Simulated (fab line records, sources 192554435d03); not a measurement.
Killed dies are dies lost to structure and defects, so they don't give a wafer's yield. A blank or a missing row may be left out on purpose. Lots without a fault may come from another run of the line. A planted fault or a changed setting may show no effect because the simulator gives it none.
fab line records | flow n5_finfet
record lots=7 wafers=21
route steps=1938 shown MOL_CONTACT_COAG@520 BEOL_M0_SAQP@638 BEOL_M1@753 BEOL_M2@844
start_h: hours from the record's first day to the start of the lot's first wafer shown | wait_h: hours since the lot's step before | " the same as in the row above | L1.1+2: a row that stands for several wafers | - no value, or no start given | * or withheld: withheld | < > ~ a bound
route shown NAME@n: a module of which the file shows steps, and the number in the route of the first | usual: mean/standard deviation of fault-free wafers | same: alike in all rows | chamber/n: place in a boat | sites: the reading at each site | _std_site: their standard deviation | _edge_site: outer sites' mean less inner sites' | radius_mm: how far each site lies from the wafer's centre | mask NAME#n: copy n | behind: the tool/chamber that last shaped the wafer | hold: why the lot was held/for how many hours/how that ended | device: the transistor (n, p or np) that didn't switch | end of line: the same wafers' tests at the end of the route | a step without rows: its recipe alone | killed: dies lost to structure and defects at the first sort, not the wafer's yield | map: a wafer's dies, x killed, . not, _ none there
set.NAME: the setting as run; set.NAME@STEP: as run at that earlier step | model.NAME: the simulator's own value behind a step, which no gauge read
lots whose settings were changed on purpose; a table a step, a row a wafer
## steps
# step N5_MOL_CONTACT_COAG_COAT_02
# recipe resist=CAR-EUV spin_rpm=1500 resist_thk_nm=30
# columns lot.wafer tool chamber start_h wait_h set.spin_rpm model.CAR-EUV_of_MOL_CONTACT_COAG_COAT_02.thk_nm
L077.1 litho_track-05 0 - - 1500 29.8
L077.2 " 0 " " 1500 30
L077.6 " 0 " " 1587 29.2
L081.1+3+4 litho_track-05 0 - - 1500 30
L084.1 litho_track-02 0 - - 1379 31.4
L084.2 " 0 " " 1500 30
L084.5 " 0 " " 1500 30.2
L085.1+3+4 litho_track-04 0 - - 1500 29.8
L088.2+5 litho_track-04 0 - - 1500 30
L088.6 " 0 " " 1601 29.2
L096.1+3+4 litho_track-02 0 - - 1570 29.4
L097.1+3+6 litho_track-05 0 - - 1500 30
# step N5_MOL_CONTACT_COAG_EBR_04
# recipe solvent=PGMEA ebr_width_mm=1.5
# step N5_MOL_CONTACT_COAG_SOFTBAKE_03
# recipe temp_c=110 time_s=60 resist=CAR-EUV
# step N5_MOL_CONTACT_COAG_EXPOSE_05
# recipe mask_id=CA na=0.33 source_shape=annular sigma_inner=0.4 sigma_outer=0.8 polarization=unpolarized defocus_nm=0 dose_mj=38.25
# step N5_MOL_CONTACT_COAG_PEB_06
# recipe peb_temp_c=100 peb_time_s=60 resist=CAR-EUV
# step N5_MOL_CONTACT_COAG_DEVELOP_07
# recipe develop_time_s=30 developer=TMAH resist=CAR-EUV rinse_liquid=surfactant_rinse dry=air_spin dev_temp_c=23
# columns lot.wafer tool chamber start_h wait_h set.spin_rpm@MOL_CONTACT_COAG_COAT_02 model.CAR-EUV_of_MOL_CONTACT_COAG_COAT_02.thk_nm
L077.1+2 litho_track-04 0 - - 1500 29.4
L077.6 " 0 " " 1587 28.6
L081.1+4 litho_track-05 0 - - 1500 29.4
L081.3 " 0 " " 1500 29.6
L084.1 litho_track-02 0 - - 1379 30.8
L084.2+5 " 0 " " 1500 29.6
L085.1+3+4 litho_track-02 0 - - 1500 29.4
L088.2+5 litho_track-04 0 - - 1500 29.6
L088.6 " 0 " " 1601 28.6
L096.1+3 litho_track-02 0 - - 1570 29
L096.4 " 0 " " 1570 28.8
L097.1 litho_track-02 0 - - 1500 29.6
L097.3+6 " 0 " " 1500 29.4
# step N5_MOL_CONTACT_COAG_DESCUM_13
# recipe chemistry=O2 time_s=7 source_power_w=50 bias_power_w=20 pressure_mtorr=20 rf_frequency_hz=2.712e+07 temp_c=40 resist=CAR-EUV o2_flow_sccm=225
# step N5_MOL_CONTACT_COAG_ETCH_59
# recipe chemistry=N2/H2 target=underlayer target_depth_a=130 mask_material=CAR-EUV time_s=10.4 ion_energy_ev=200 pressure_mtorr=30 source_w=840 bias_w=150 n2_flow_sccm=200 h2_flow_sccm=200 ends=cleared
# columns lot.wafer tool chamber start_h wait_h set.spin_rpm@MOL_CONTACT_COAG_COAT_02 model.CAR-EUV_of_MOL_CONTACT_COAG_COAT_02.thk_nm
L077.1+2 rie_diel-03 2,1 104.94 0.0 1500 14.6
L077.6 " 2 " " 1587 13.8
L081.1+3 rie_diel-06 1,3 130.23 0.0 1500 14.8
L081.4 " 2 " " 1500 14.6
L084.1 rie_diel-01 3 150.53 0.0 1379 16
L084.2 " 2 " " 1500 14.6
L084.5 " 0 " " 1500 14.8
L085.1+3 rie_diel-01 0,2 157.34 0.0 1500 14.4
L085.4 " 3 " " 1500 14.6
L088.2 rie_diel-01 2 175.03 0.0 1500 14.6
L088.5 " 0 " " 1500 14.8
L088.6 " 1 " " 1601 13.6
L096.1 rie_diel-03 2 221.41 0.0 1570 14.2
L096.3+4 " 3,2 " " 1570 14
L097.1+3+6 rie_diel-03 0,2,3 227.35 0.0 1500 14.6
# step N5_BEOL_M0_SAQP_PECVD_04
# recipe material=a-Si target_thk_a=600 temp_c=350 precursor=SiH4/He pressure_torr=3 rf_w=100 time_s=60.2
# columns lot.wafer tool chamber start_h wait_h set.time_s model.a-Si_of_BEOL_M0_SAQP_PECVD_04.thk_nm
L077.1 pecvd-02 2 124.53 0.0 55.64 55.2
L077.2 " 0 " " 60.2 59.8
L077.6 " 2 " " 60.2 60.4
L081.1+3 pecvd-01 0,1 148.61 0.0 60.2 60
L081.4 " 1 " " 60.2 60.4
L084.1 pecvd-02 1 170.89 0.0 55.16 55.8
L084.2 " 2 " " 60.2 59.8
L084.5 " 1 " " 60.2 60.6
L085.1 pecvd-01 1 174.95 0.0 60.2 58.4
L085.3 " 2 " " 54.97 54
L085.4 " 0 " " 54.97 54.6
L088.2 pecvd-04 0 198.16 0.0 55.23 54.4
L088.5 " 2 " " 60.2 59.6
L088.6 " 0 " " 60.2 59.8
L096.1 pecvd-04 0 239.59 0.0 60.2 58.2
L096.3 " 1 " " 60.2 58.8
L096.4 " 0 " " 60.2 60.2
L097.1 pecvd-02 1 246.74 0.0 60.2 59.6
L097.3 " 0 " " 60.2 58.6
L097.6 " 1 " " 60.2 60.4
# step N5_BEOL_M0_SAQP_THK_MEAS_05
# usual thk_nm=59.7/0.84
# columns lot.wafer tool chamber start_h wait_h set.time_s@BEOL_M0_SAQP_PECVD_04 thk_nm
L077.1 film_metro-02 - 124.64 0.1 55.64 55.2
L077.2 " - " " 60.2 59.8
L077.6 " - " " 60.2 60.4
L081.1 film_metro-01 - 148.71 0.1 60.2 59.9
L081.3 " - " " 60.2 59.9
L081.4 " - " " 60.2 60.4
L084.1 film_metro-02 - 170.98 0.1 55.16 55.8
L084.2 " - " " 60.2 59.8
L084.5 " - " " 60.2 60.6
L085.1 film_metro-02 - 175.05 0.1 60.2 58.5
L085.3 " - " " 54.97 54.0
L085.4 " - " " 54.97 54.7
L088.2 film_metro-02 - 198.27 0.1 55.23 54.5
L088.5 " - " " 60.2 59.6
L088.6 " - " " 60.2 59.9
L096.1 film_metro-01 - 239.69 0.1 60.2 58.2
L096.3 " - " " 60.2 58.8
L096.4 " - " " 60.2 60.1
L097.1 film_metro-01 - 246.83 0.1 60.2 59.5
L097.3 " - " " 60.2 58.6
L097.6 " - " " 60.2 60.4
# step N5_BEOL_M0_SAQP_COAT_08
# recipe resist=CAR-ArF spin_rpm=1500 resist_thk_nm=90
# columns lot.wafer tool chamber start_h wait_h set.spin_rpm model.CAR-ArF_of_BEOL_M0_SAQP_COAT_08.thk_nm
L077.1 litho_track-01 0 - - 1344 95
L077.2 " 0 " " 1344 95.2
L077.6 " 0 " " 1500 90
L081.1+3+4 litho_track-05 0 - - 1500 90
L084.1+2 litho_track-05 0 - - 1500 89.8
L084.5 " 0 " " 1500 90
L085.1 litho_track-03 0 - - 1500 90
L085.3 " 0 " " 1500 89.6
L085.4 " 0 " " 1605 86.6
L088.2+6 litho_track-01 0 - - 1500 90.2
L088.5 " 0 " " 1500 90.4
L096.1 litho_track-03 0 - - 1352 95
L096.3 " 0 " " 1500 90.2
L096.4 " 0 " " 1352 95.2
L097.1+3 litho_track-03 0 - - 1500 89.6
L097.6 " 0 " " 1500 89.8
# step N5_BEOL_M0_SAQP_EBR_10
# recipe solvent=PGMEA ebr_width_mm=1.5
# step N5_BEOL_M0_SAQP_SOFTBAKE_09
# recipe temp_c=110 time_s=60 resist=CAR-ArF
# step N5_BEOL_M0_SAQP_EXPOSE_11
# recipe mask_id=M0_CORE na=1.35 source_shape=dipole sigma_inner=0.538 sigma_outer=0.738 polarization=te target_cd_nm=42 dose_mj=55
# step N5_BEOL_M0_SAQP_PEB_12
# recipe peb_temp_c=withheld peb_time_s=60 resist=CAR-ArF
# step N5_BEOL_M0_SAQP_DEVELOP_13
# recipe develop_time_s=30 developer=TMAH resist=CAR-ArF dev_temp_c=23 rinse_liquid=diw dry=air_spin
# columns lot.wafer tool chamber start_h wait_h set.spin_rpm@BEOL_M0_SAQP_COAT_08 model.CAR-ArF_of_BEOL_M0_SAQP_COAT_08.thk_nm
L077.1+2 litho_track-01 0 - - 1344 93.4
L077.6 " 0 " " 1500 88.2
L081.1+3+4 litho_track-01 0 - - 1500 88.4
L084.1+2 litho_track-05 0 - - 1500 88
L084.5 " 0 " " 1500 88.2
L085.1 litho_track-05 0 - - 1500 88.2
L085.3 " 0 " " 1500 88
L085.4 " 0 " " 1605 85
L088.2 litho_track-05 0 - - 1500 88.4
L088.5 " 0 " " 1500 88.8
L088.6 " 0 " " 1500 88.6
L096.1 litho_track-01 0 - - 1352 93.2
L096.3 " 0 " " 1500 88.6
L096.4 " 0 " " 1352 93.6
L097.1 litho_track-05 0 - - 1500 88
L097.3 " 0 " " 1500 87.8
L097.6 " 0 " " 1500 88.2
# step N5_BEOL_M0_SAQP_HM_OPEN_112
# recipe chemistry=CHF3/O2 target=SiO2 stop_on=a-Si target_depth_a=120 over_etch_frac=1.25 mask_material=SOC time_s=13.5 pressure_mtorr=30 source_w=650 bias_w=170 Ar_flow_sccm=200 CHF3_flow_sccm=50 O2_flow_sccm=5 ion_energy_ev=200 ends=end_point
# step N5_BEOL_M0_SAQP_STRIP_113
# recipe chemistry=CHF3/O2 resist=SiARC rf_frequency_hz=6e+07
# step N5_BEOL_M0_SAQP_MANDREL_ETCH_20
# recipe target_depth_a=600 chemistry=HBr/Cl2 target=a-Si stop_on=SiNx bt_time_s=10 mask_material=SOC over_etch_frac=0.5 time_s=30 pressure_mtorr=10 icp_w=800 bias_w=75 HBr_flow_sccm=150 Cl2_flow_sccm=80 ends=end_point
# columns lot.wafer tool chamber start_h wait_h set.time_s@BEOL_M0_SAQP_PECVD_04 model.etch.depth_nm
L077.1 rie_si-04 0 125.49 0.0 55.64 55.25
L077.2 " 2 " " 60.2 59.79
L077.6 " 1 " " 60.2 60.41
L081.1 rie_si-04 3 149.56 0.0 60.2 59.84
L081.3 " 2 " " 60.2 59.92
L081.4 " 0 " " 60.2 60.38
L084.1 rie_si-06 1 171.71 0.0 55.16 55.78
L084.2 " 2 " " 60.2 59.77
L084.5 " 2 " " 60.2 60.58
L085.1 rie_si-05 2 175.91 0.0 60.2 58.49
L085.3 " 1 " " 54.97 53.96
L085.4 " 3 " " 54.97 54.69
L088.2 rie_si-06 2 199.13 0.0 55.23 54.45
L088.5 " 3 " " 60.2 59.7
L088.6 " 0 " " 60.2 59.88
L096.1 rie_si-04 3 240.84 0.0 60.2 58.23
L096.3 " 0 " " 60.2 58.72
L096.4 " 0 " " 60.2 60.09
L097.1 rie_si-05 3 247.55 0.0 60.2 59.55
L097.3 " 1 " " 60.2 58.63
L097.6 " 1 " " 60.2 60.45
# step N5_BEOL_M0_SAQP_COAT_87
# recipe resist=underlayer temp_c=205 time_s=60 spin_rpm=1500 resist_thk_nm=5
# columns lot.wafer tool chamber start_h wait_h set.spin_rpm
L077.1+2 litho_track-03 0 - - 1500
L077.6 " 0 " " 1635
L081.1+3 litho_track-01 0 - - 1500
L081.4 " 0 " " 1657
L084.1+2+5 litho_track-01 0 - - 1500
L085.1 litho_track-03 0 - - 1500
L085.3+4 " 0 " " 1436
L088.2+6 litho_track-01 0 - - 1371
L088.5 " 0 " " 1500
L096.1+4 litho_track-03 0 - - 1500
L096.3 " 0 " " 1640
L097.1+3+6 litho_track-01 0 - - 1500
# step N5_BEOL_M0_SAQP_COAT_34
# recipe resist=CAR-EUV spin_rpm=1500 resist_thk_nm=30
# columns lot.wafer tool chamber start_h wait_h set.spin_rpm model.CAR-EUV_of_BEOL_M0_SAQP_COAT_34.thk_nm
L077.1 litho_track-03 0 - - 1500 30.2
L077.2 " 0 " " 1590 29.2
L077.6 " 0 " " 1500 30
L081.1+4 litho_track-01 0 - - 1500 30
L081.3 " 0 " " 1645 28.8
L084.1+2 litho_track-01 0 - - 1357 31.4
L084.5 " 0 " " 1500 30
L085.1+3 litho_track-03 0 - - 1500 30
L085.4 " 0 " " 1500 30.2
L088.2+5 litho_track-01 0 - - 1340 31.8
L088.6 " 0 " " 1500 29.8
L096.1+3 litho_track-03 0 - - 1655 28.6
L096.4 " 0 " " 1500 30.2
L097.1+3+6 litho_track-01 0 - - 1500 30
# step N5_BEOL_M0_SAQP_EBR_36
# recipe solvent=PGMEA ebr_width_mm=1.5
# step N5_BEOL_M0_SAQP_SOFTBAKE_35
# recipe temp_c=110 time_s=60 resist=CAR-EUV
# step N5_BEOL_M0_SAQP_EXPOSE_37
# recipe mask_id=M0_CUT1 na=0.33 source_shape=annular sigma_inner=0.35 sigma_outer=0.8 polarization=unpolarized target_cd_nm=30 dose_mj=44.75
# step N5_BEOL_M0_SAQP_PEB_38
# recipe peb_temp_c=100 peb_time_s=60 resist=CAR-EUV
# step N5_BEOL_M0_SAQP_DEVELOP_39
# recipe develop_time_s=30 developer=TMAH resist=CAR-EUV rinse_liquid=surfactant_rinse dry=air_spin dev_temp_c=23
# columns lot.wafer tool chamber start_h wait_h set.spin_rpm@BEOL_M0_SAQP_COAT_34 model.CAR-EUV_of_BEOL_M0_SAQP_COAT_34.thk_nm
L077.1+6 litho_track-03 0 - - 1500 29.6
L077.2 " 0 " " 1590 28.6
L081.1+4 litho_track-01 0 - - 1500 29.6
L081.3 " 0 " " 1645 28.2
L084.1+2 litho_track-03 0 - - 1357 31
L084.5 " 0 " " 1500 29.4
L085.1+3+4 litho_track-03 0 - - 1500 29.6
L088.2+5 litho_track-03 0 - - 1340 31.4
L088.6 " 0 " " 1500 29.4
L096.1+3 litho_track-01 0 - - 1655 28.2
L096.4 " 0 " " 1500 29.6
L097.1+3 litho_track-01 0 - - 1500 29.6
L097.6 " 0 " " 1500 29.4
# step N5_BEOL_M0_SAQP_DESCUM_45
# recipe chemistry=O2 time_s=7 source_power_w=50 bias_power_w=20 pressure_mtorr=20 rf_frequency_hz=2.712e+07 temp_c=40 resist=CAR-EUV o2_flow_sccm=225
# step N5_BEOL_M0_SAQP_ETCH_88
# recipe chemistry=N2/H2 target=underlayer target_depth_a=65 time_s=5.2 ion_energy_ev=200 mask_material=CAR-EUV pressure_mtorr=30 source_w=840 bias_w=150 n2_flow_sccm=200 h2_flow_sccm=200 ends=cleared
# columns lot.wafer tool chamber start_h wait_h set.spin_rpm@BEOL_M0_SAQP_COAT_87 model.etch.depth_nm
L077.1 rie_diel-05 3 129.42 0.0 1500 5.013
L077.2 " 2 " " 1500 4.985
L077.6 " 0 " " 1635 4.787
L081.1 rie_diel-04 2 153.33 0.0 1500 5.003
L081.3 " 3 " " 1500 4.994
L081.4 " 1 " " 1657 4.773
L084.1 rie_diel-02 1 175.84 0.0 1500 5.026
L084.2 " 0 " " 1500 5.005
L084.5 " 0 " " 1500 5.019
L085.1 rie_diel-02 0 179.58 0.0 1500 5.02
L085.3 " 2 " " 1436 5.129
L085.4 " 1 " " 1436 5.118
L088.2 rie_diel-05 0 202.90 0.0 1371 5.223
L088.5 " 2 " " 1500 4.994
L088.6 " 1 " " 1371 5.219
L096.1 rie_diel-05 2 244.69 0.0 1500 5.006
L096.3 " 3 " " 1640 4.801
L096.4 " 0 " " 1500 5.004
L097.1 rie_diel-05 3 251.25 0.0 1500 4.985
L097.3 " 1 " " 1500 4.998
L097.6 " 2 " " 1500 4.993
# step N5_BEOL_M1_PECVD_72
# recipe material=SiO2 target_thk_a=160 temp_c=400 precursor=TEOS/O2 pressure_torr=5.5 rf_w=450 teos_flow_sccm=53.8 gas=O2 flow_sccm=3000 time_s=18
# columns lot.wafer tool chamber start_h wait_h set.time_s model.SiO2_of_BEOL_M1_PECVD_72.thk_nm
L077.1 pecvd-03 2 137.14 0.0 18 16
L077.2 " 1 " " 16.06 13.8
L077.6 " 1 " " 16.06 14.4
L081.1 pecvd-04 1 159.12 0.0 18.86 16.8
L081.3 " 2 " " 18 16
L081.4 " 1 " " 18 16.2
L084.1 pecvd-03 2 181.06 0.0 18 16.2
L084.2+5 " 0,2 " " 20.17 17.8
L085.1 pecvd-03 1 187.13 0.0 17.09 14.8
L085.3 " 0 " " 18 15.6
L085.4 " 1 " " 18 15.8
L088.2 pecvd-03 1 209.50 0.0 16.69 14.8
L088.5 " 0 " " 18 16.4
L088.6 " 1 " " 18 16
L096.1 pecvd-02 0 255.51 0.0 18 15.8
L096.3 " 2 " " 18 16.2
L096.4 " 0 " " 19.01 17
L097.1+6 pecvd-02 2,0 257.83 0.0 18 16.4
L097.3 " 0 " " 18 16
# step N5_BEOL_M1_HM_DEP_02
# recipe material=TiN target_thk_a=200 temp_c=25 chamber_pressure_pa=0.49996
# step N5_BEOL_M1_COAT_61
# recipe resist=SOC temp_c=250 time_s=60 spin_rpm=1500 resist_thk_nm=60
# step N5_BEOL_M1_STRIP_97
# recipe chemistry=N2/H2 time_s=10 power_w=450 temp_c=40 pressure_mtorr=20 rf_frequency_hz=6e+07 bias_power_w=7 n2_flow_sccm=200 h2_flow_sccm=200
# step N5_BEOL_M1_HM_STRIP_39
# recipe chemistry=peroxide_tin_strip material=TiN target_depth_a=250 temp_c=50 time_s=158
# columns lot.wafer tool chamber start_h wait_h set.time_s@BEOL_M1_PECVD_72 model.SiO2_of_BEOL_M1_PECVD_72.thk_nm
L077.1 wet_bench-02 5 142.35 0.0 18 15.8
L077.2 " 4 " " 16.06 13.6
L077.6 " 0 " " 16.06 14.2
L081.1 wet_bench-04 6 163.64 0.0 18.86 16.6
L081.3 " 0 " " 18 15.8
L081.4 " 7 " " 18 16
L084.1 wet_bench-01 7 186.21 0.0 18 16
L084.2 " 6 " " 20.17 17.6
L084.5 " 3 " " 20.17 17.8
L085.1 wet_bench-02 6 194.10 0.0 17.09 14.6
L085.3 " 5 " " 18 15.4
L085.4 " 4 " " 18 15.6
L088.2 wet_bench-01 5 217.31 0.0 16.69 14.6
L088.5 " 3 " " 18 16.4
L088.6 " 7 " " 18 15.8
L096.1 wet_bench-04 1 259.62 0.0 18 15.6
L096.3 " 2 " " 18 16
L096.4 " 5 " " 19.01 16.8
L097.1+6 wet_bench-02 3,1 262.95 0.0 18 16.2
L097.3 " 6 " " 18 15.8
# step N5_BEOL_M2_HM_DEP_02
# recipe material=TiN target_thk_a=200 temp_c=25 chamber_pressure_pa=0.49996
# columns lot.wafer tool chamber start_h wait_h set.target_thk_a model.TiN_of_BEOL_M2_HM_DEP_02.thk_nm
L077.1+2+6 pvd_sputter-02 - 146.14 0.1 200 20.2
L081.1+4 pvd_sputter-02 - 168.20 0.1 200 20.2
L081.3 " - " " 200 20.4
L084.1 pvd_sputter-03 - 191.73 1.4 200 20.4
L084.2+5 " - " " 200 19.8
L085.1 pvd_sputter-03 - 198.27 0.2 184.8 18.4
L085.3+4 " - " " 200 20
L088.2+6 pvd_sputter-03 - 223.06 1.5 200 20
L088.5 " - " " 200 19.8
L096.1 pvd_sputter-01 - 266.15 0.4 177.1 18
L096.3 " - " " 200 20.2
L096.4 " - " " 177.1 17.8
L097.1 pvd_sputter-02 - 267.24 0.0 200 19.8
L097.3 " - " " 200 20.4
L097.6 " - " " 200 20.2
# step N5_BEOL_M2_DESCUM_16
# recipe chemistry=O2 time_s=7 source_power_w=50 bias_power_w=20 pressure_mtorr=20 rf_frequency_hz=2.712e+07 temp_c=40 resist=CAR-EUV o2_flow_sccm=225
# columns lot.wafer tool chamber start_h wait_h set.time_s model.CAR-EUV_of_BEOL_M2_COAT_05.thk_nm
L077.1+2+6 rie_diel-01 3,0,2 146.78 0.2 7 26
L081.1 rie_diel-03 0 168.85 0.0 7 25.8
L081.3 " 1 " " 7 26
L081.4 " 2 " " 5.459 26.6
L084.1 rie_diel-01 2 192.50 0.2 6.043 26.6
L084.2+5 " 1,3 " " 7 26.2
L085.1+3+4 rie_diel-01 0,1,3 199.53 0.6 7 26
L088.2 rie_diel-03 3 223.72 0.1 5.821 26.8
L088.5 " 2 " " 5.821 26.6
L088.6 " 3 " " 7 26.2
L096.1+3+4 rie_diel-01 0,2,1 266.85 0.0 7.847 25.6
L097.1+3+6 rie_diel-03 2,0,0 267.80 0.1 7 26
## key
split step=N5_MOL_CONTACT_COAG_COAT_02 setting=spin_rpm stated=1500 by=wafer
response step=N5_MOL_CONTACT_COAG_COAT_02 reading=model.CAR-EUV_of_MOL_CONTACT_COAG_COAT_02.thk_nm change=-0.138 per=1% r=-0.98
response step=N5_MOL_CONTACT_COAG_DEVELOP_07 reading=model.CAR-EUV_of_MOL_CONTACT_COAG_COAT_02.thk_nm change=-0.146 per=1% r=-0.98
response step=N5_MOL_CONTACT_COAG_ETCH_59 reading=model.CAR-EUV_of_MOL_CONTACT_COAG_COAT_02.thk_nm change=-0.156 per=1% r=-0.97
split step=N5_BEOL_M0_SAQP_PECVD_04 setting=time_s stated=60.2 by=wafer
response step=N5_BEOL_M0_SAQP_PECVD_04 reading=model.a-Si_of_BEOL_M0_SAQP_PECVD_04.thk_nm change=+0.566 per=1% r=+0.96
response step=N5_BEOL_M0_SAQP_THK_MEAS_05 reading=thk_nm change=* per=1% r=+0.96
response step=N5_BEOL_M0_SAQP_MANDREL_ETCH_20 reading=model.etch.depth_nm change=+0.567 per=1% r=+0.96
split step=N5_BEOL_M0_SAQP_COAT_08 setting=spin_rpm stated=1500 by=wafer
response step=N5_BEOL_M0_SAQP_COAT_08 reading=model.CAR-ArF_of_BEOL_M0_SAQP_COAT_08.thk_nm change=-0.486 per=1% r=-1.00
response step=N5_BEOL_M0_SAQP_DEVELOP_13 reading=model.CAR-ArF_of_BEOL_M0_SAQP_COAT_08.thk_nm change=-0.484 per=1% r=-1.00
split step=N5_BEOL_M0_SAQP_COAT_87 setting=spin_rpm stated=1500 by=wafer
response step=N5_BEOL_M0_SAQP_ETCH_88 reading=model.etch.depth_nm change=-0.0232 per=1% r=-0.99
split step=N5_BEOL_M0_SAQP_COAT_34 setting=spin_rpm stated=1500 by=wafer
response step=N5_BEOL_M0_SAQP_COAT_34 reading=model.CAR-EUV_of_BEOL_M0_SAQP_COAT_34.thk_nm change=-0.155 per=1% r=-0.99
response step=N5_BEOL_M0_SAQP_DEVELOP_39 reading=model.CAR-EUV_of_BEOL_M0_SAQP_COAT_34.thk_nm change=-0.16 per=1% r=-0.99
split step=N5_BEOL_M1_PECVD_72 setting=time_s stated=18 by=wafer
response step=N5_BEOL_M1_PECVD_72 reading=model.SiO2_of_BEOL_M1_PECVD_72.thk_nm change=+0.161 per=1% r=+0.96
response step=N5_BEOL_M1_HM_STRIP_39 reading=model.SiO2_of_BEOL_M1_PECVD_72.thk_nm change=+0.166 per=1% r=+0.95
split step=N5_BEOL_M2_HM_DEP_02 setting=target_thk_a stated=200 by=wafer
response step=N5_BEOL_M2_HM_DEP_02 reading=model.TiN_of_BEOL_M2_HM_DEP_02.thk_nm change=+0.204 per=1% r=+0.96
split step=N5_BEOL_M2_DESCUM_16 setting=time_s stated=7 by=wafer
response step=N5_BEOL_M2_DESCUM_16 reading=model.CAR-EUV_of_BEOL_M2_COAT_05.thk_nm change=-0.0307 per=1% r=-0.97
